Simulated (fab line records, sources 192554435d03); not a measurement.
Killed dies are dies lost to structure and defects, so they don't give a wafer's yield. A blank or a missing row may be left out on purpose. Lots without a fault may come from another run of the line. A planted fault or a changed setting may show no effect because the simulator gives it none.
A struck lot beside a sound one | flow n5_finfet | 16 steps out of a route of 1938
Sound: wafers L418.2, L418.3, L418.5. Struck: wafers L422.2, L422.3, L422.5. The cause comes at the end.
At each step with rows: each side's tool, then ch and its chambers, then its first start. Under that, the readings that differ: sound wafers | struck wafers | difference of the means | sigmas: that difference in standard deviations of wafers without a fault.
alike: readings whose means differ by less than 2 such deviations, and words and numbers that are the same on both sides. not compared: withheld readings, readings that some wafer has no value for, bounds like >300 that may hide the same value, and numbers for which the record gives no deviation and whose values overlap.
The two part at a step that has a row with sigmas, a row that says differs or no value, or rows on one side only. Numbers that don't overlap but have no deviation are shown without sigmas and don't part them. A reading that every wafer of one side lacks parts them only if that side has two wafers or more.

N5_BEOL_M1_PRE_CLEAN_60: time 15 s.
  sound on cvd_co-01 ch 0,1,2, day 7 18:35; struck on cvd_co-02 ch 0,1,2, day 8 23:31
  alike: heater_power_w, rf_fwd_power_W
N5_BEOL_M1_CO_CAP_55: material Co, precursor CCTBA/H2, target thk 2 nm, time 102.1 s.
  sound on cvd_co-01 ch 0,1,2, day 7 18:38; struck on cvd_co-02 ch 0,1,2, day 8 23:34
  alike: heater_power_w
then, 1 step without rows for these wafers: N5_BEOL_M1_PRE_CLEAN_56 (time 15 s).
N5_BEOL_M1_DEP_57: deposits SiCN from 3MS/NH3, target thk 8 nm, time 14 s.
  sound on pecvd-01 ch 2, day 7 18:49; struck on pecvd-03 ch 0,2, day 8 23:41
  alike: rf_fwd_power_W, showerhead_plenum_p_Torr, throttle_valve_pct
N5_BEOL_M1_RS_MEAS_58: measures by four-point-probe.
  sound on film_metro-01, day 7 18:56; struck on film_metro-01, day 8 23:45
  alike: M1_RS
N5_BEOL_M1_INSPECT_59: inspects for defects (darkfield).
  sound on defect_inspect-02, day 7 18:58; struck on defect_inspect-01, day 8 23:46
  alike: raw_defect_count
N5_BEOL_M2_ILD_DEP_00: deposits SiOC from DEMS/O2, target thk 79 nm, time 15.3 s.
  sound on pecvd-02 ch 1,2, day 7 19:00; struck on pecvd-04 ch 0,1,2, day 8 23:49
  alike: heater_power_w, rf_fwd_power_W, showerhead_plenum_p_Torr, throttle_valve_pct
N5_BEOL_M2_THK_MEAS_01:
  sound on film_metro-01, day 7 19:04; struck on film_metro-01, day 8 23:53
  alike: M2_ILD_THK
N5_BEOL_M2_PECVD_72: deposits SiO2 from TEOS/O2, target thk 16 nm, time 18 s.
  sound on pecvd-02 ch 0,1,2, day 7 19:06; struck on pecvd-01 ch 1,2, day 8 23:55
  alike: heater_power_w, rf_fwd_power_W, showerhead_plenum_p_Torr, throttle_valve_pct
then, 3 steps without rows for these wafers: N5_BEOL_M2_HM_DEP_02 (deposits TiN, target thk 20 nm); N5_BEOL_M2_COAT_61 (time 60 s, resist thk 60 nm); N5_BEOL_M2_COAT_62 (time 60 s, resist thk 12 nm).
N5_BEOL_M2_COAT_73: time 60 s, resist thk 5 nm.
  sound on litho_track-01 ch 0, day 7 21:37; struck on litho_track-01 ch 0, day 9 00:54
  reading                  | sound                | struck               | difference | sigmas
  heater_power_total_W (W) | 390.4 392.7 389.5    | 408.3 406.3 408.8    | +16.9      | +12
  plate_temp_C (C)         | 205.05 205.02 204.96 | 211.72 211.43 211.45 | +6.52      | +50
then, 1 step without rows for these wafers: N5_BEOL_M2_COAT_05 (resist thk 30 nm).
-- the record jumps here: 2 days lie between the struck wafers' starts before and after (it left off in module BEOL_M2 and takes up again in module BEOL_M4, whose first step shown is number 1111 of the route) --
N5_BEOL_M4_RC_MEAS_101:
  sound on prober-01 ch 0, day 10 13:19; struck on prober-01 ch 0, day 11 05:01
  alike: DIBL_N, DIBL_P, IOFF_N, IOFF_P, ION_N, ION_P, SS_N, SS_P, VT_N, VT_P
-- the record jumps here: 5 days lie between the struck wafers' starts before and after (it left off in module BEOL_M4 and takes up again in module PASSIVATION, whose first step shown is number 1936 of the route) --
N5_PASSIVATION_PROBE_49:
  sound on prober-01, day 15 00:37; struck on prober-01, day 15 21:49
  alike: defect_limited_yield, killed_at_M0_to_M3, killed_at_M4_up, killed_at_contacts, killed_at_front_end, killed_at_other, killed_dies, killed_open, killed_short, sort_bin_5_function, sort_bin_6_memory, sort_n_pass, sort_yield_pct

WHERE THEY PART
Only at N5_BEOL_M2_COAT_73, within this record. Later steps at which nothing parts them and some readings are alike: N5_BEOL_M4_RC_MEAS_101, N5_PASSIVATION_PROBE_49.

WHY: what the simulator had put in
Process parameter drift: litho_track-01, from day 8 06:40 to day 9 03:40, at N5_BEOL_M2_COAT_73. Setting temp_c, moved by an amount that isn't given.
